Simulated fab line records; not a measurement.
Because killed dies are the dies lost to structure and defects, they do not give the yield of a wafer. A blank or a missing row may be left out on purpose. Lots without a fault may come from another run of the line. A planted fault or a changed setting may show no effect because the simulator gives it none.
A struck lot beside a sound one + flow nandHarc + 17 out of 1159 route steps
Sound: the wafers L483.1, L483.3, L483.6. Struck: wafer L493.4 (left out: L493.2, L493.3 of the same lot, which were not struck); the cause appears at the end.
At each step with rows: each side's tool, then ch and its chambers, then its first start. Under that, the readings that differ: sound wafers + struck wafers + difference of the means + sigmas: that difference in standard deviations of wafers without a fault.
alike: readings whose means differ by less than 2 such deviations, and words and numbers that are the same on both sides. not compared: withheld readings, readings that some wafer has no value for, bounds like >300 that may hide the same value, and numbers for which the record gives no deviation and whose values overlap.
The two part at a step that has a row with sigmas, a row that says differs or no value, or rows on one side only. Numbers that have no deviation but don't overlap get no sigmas and don't part them. A reading missing from all wafers of one side parts the sides only when that side holds two or more wafers.

NHARC_A_M0_OVL_MEAS_10: pitch 160 nm.
  sound on overlay-02 at day 18 05:38; struck on overlay-01 at day 21 06:33
  alike: overlayXNm, overlayYNm
NHARC_A_M0_INSPECT_11:
  sound on defectInspect-01 at day 18 05:41; struck on defectInspect-02 at day 21 06:35
  alike: rawDefectCount
then, 1 step without rows for these wafers: NHARC_A_M0_DESCUM_14 (chemistry O2, time 3 s).
NHARC_A_M0_ETCH_34: etches the open film in N2/H2, target depth 40 nm, overetch 12 nm, time 43.94 s.
  sound on rieDiel-12 ch 1,2,3, day 18 05:51; struck on rieDiel-12 ch 3, day 21 06:44
| reading                      | sound                | struck | difference | sigmas |
|------------------------------|----------------------|--------|------------|--------|
| chamberPressureMTorr (mTorr) | 29.973 29.990 29.983 | 30.054 | +0.072     | +3     |
  alike: drypumpMotorCurrentA, oesProductAu, rfVppV, showerheadPlenumPTorr, throttleValvePct
  not compared: rfHoursCounterH
NHARC_A_M0_ETCH_15: etches the open film in C4F8/Ar, target depth 150 nm, overetch 15 nm, time 82.5 s.
  sound: rieDiel-12 ch 1,3; struck: rieDiel-12 ch 1
  alike: chamberPressureMTorr, oesProductAu, rfVppV
  not compared: rfHoursCounterH
NHARC_A_M0_CD_MEAS_16:
  sound on cdSem-01 at day 18 06:04; struck on cdSem-02 at day 21 06:57
  alike: cdNm
NHARC_A_M0_STRIP_18: strips in N2/H2.
  sound on rieDiel-09 ch 0,1, day 18 06:10; struck on rieDiel-01 ch 3, day 21 07:02
  alike: chamberPressureMTorr, drypumpMotorCurrentA, oesProductAu, rfVppV, showerheadPlenumPTorr, throttleValvePct
  not compared: rfHoursCounterH
then, 2 steps without rows for these wafers: NHARC_A_M0_STRIP_19 (strips in post etch residue remover, time 600 s); NHARC_A_M0_DEGAS_28 (time 60 s).
NHARC_A_M0_PRE_CLEAN_29: time 30 s.
  sound on pvdSputter-02; struck on pvdSputter-01
  alike: heaterPowerW
NHARC_A_M0_PVD_20: deposits TaN, target thk 5 nm, time 8.06 s.
  sound on pvdSputter-02; struck on pvdSputter-01
  alike: substrateTempC, throttleValvePct
then, 1 step without rows for these wafers: NHARC_A_M0_PVD_21 (deposits Cu, target thk 30 nm, time 20.49 s).
NHARC_A_M0_ECD_22: material Cu, target thk 400 nm.
  sound on ecdCu-01 ch 0,1, day 18 07:07; struck on ecdCu-02 ch 0,1, day 21 07:59
then, 1 step without rows for these wafers: NHARC_A_M0_ANNEAL_30 (time 90 s).
NHARC_A_M0_CMP_23: polishes, t overpolish 20 s, target thk 113.75 nm.
  sound on cmp-04 ch 0,1,2, day 18 07:48; struck on cmp-01 ch 2, day 21 08:39
| reading             | sound    | struck | difference | sigmas |
|---------------------|----------|--------|------------|--------|
| timeToEndpointS (s) | 27 23 34 | 8      | -20        | -6     |
  alike: motorCurrentA, slurryFlowMlMin
NHARC_A_M0_THK_MEAS_24: measures by xrf.
  sound on filmMetro-01 at day 18 08:05; struck on filmMetro-01 at day 21 08:58
  alike: thkNm
NHARC_END_SORT_01:
  sound on prober-01 ch 0, day 20 08:37; struck on prober-01 ch 0, day 23 00:25
| reading                | sound          | struck                  | difference                   | sigmas |
|------------------------|----------------|-------------------------|------------------------------|--------|
| hold                   | - - -          | awaitDispo/6.5h/release | no value on the sound wafers |        |
| defectLimitedYield (%) | 96.9 95.9 96.9 | 91.1                    | -5.5                         | -4     |
| killedAtArray          | 16 22 20       | 57                      | +38                          | +4     |
| killedDies             | 21 28 21       | 60                      | +37                          | +4     |
| sort_bin_2_pct (%)     | 0.9 0.7 0.7    | 6.4                     | +5.6                         | +10    |
| sortNPass              | 656 649 656    | 617                     | -37                          | -4     |
| sortYieldPct (%)       | 96.9 95.9 96.9 | 91.1                    | -5.5                         | -4     |
  alike: killedAtOther, killedAtPeriphery, killedOpen, killedShort, sort_bin_3_pct, sort_bin_4_pct, sortRimYieldPct

== WHERE THEY PART ==
First at NHARC_A_M0_ETCH_34; last, within this record, at NHARC_END_SORT_01.

WHY: what had been put in by the simulator
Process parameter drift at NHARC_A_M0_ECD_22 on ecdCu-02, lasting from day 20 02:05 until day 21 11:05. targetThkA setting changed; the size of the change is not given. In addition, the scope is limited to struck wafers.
